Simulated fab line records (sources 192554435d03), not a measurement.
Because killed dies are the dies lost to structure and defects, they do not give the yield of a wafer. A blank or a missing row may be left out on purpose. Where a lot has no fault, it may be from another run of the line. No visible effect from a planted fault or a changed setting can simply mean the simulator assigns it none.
Matching of chambers | flow n5 finfet | ald sin-04 running N5_GATE_CUT_SAC_CAP_01: 4 sister chambers
The step material SiNx, target thk 24 nm, pulse time 1 s, ald cycles 480. 4 wafers are shown with their chamber, then 11 later ones without.

## WAFERS PAIRED WITH THEIR CHAMBERS
wafer  | chamber | heater power w (W)
L079.5 | 3       | 672
L081.6 | 2       | 869
L083.4 | 1       | 934
L086.1 | 0       | 815

## WAFERS WITH NO CHAMBER GIVEN
wafer  | heater power w (W)
L086.5 | 927
L086.6 | 865
L090.2 | 866
L090.3 | 926
L090.4 | 691
L091.2 | 810
L091.3 | 878
L091.5 | 964
L094.2 | 929
L094.3 | 845
L094.4 | 909

## WHICH CHAMBER EACH ONE RAN IN
wafer  | from the rows above     | in truth
L086.5 | 1                       | 1
L086.6 | 2                       | 2
L090.2 | 2                       | 2
L090.3 | 1                       | 1
L090.4 | 3                       | 3
L091.2 | 0                       | 0
L091.3 | 2                       | 2
L091.5 | 1                       | 1
L094.2 | 1                       | 1
L094.3 | can't be placed: 2 or 0 | 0
L094.4 | can't be placed: 1 or 2 | 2
9 of 11 placed correctly. From these rows, 2 cannot be placed; in 2 the true chamber is one of the candidates. Wrongly placed: 0.
How it was worked out, from the rows above alone: a wafer's distance from a chamber is the root of the sum, over the readings, of the square of ((its reading less the chamber's mean) divided by the reading's scatter). The wafer belongs to the nearest chamber; if the next one is less than 2 further off, it can't be placed. Each chamber's mean is taken over the wafers shown for it. The scatter: root of mean squared gap, hidden wafer to nearest shown wafer, with one shown wafer a chamber.
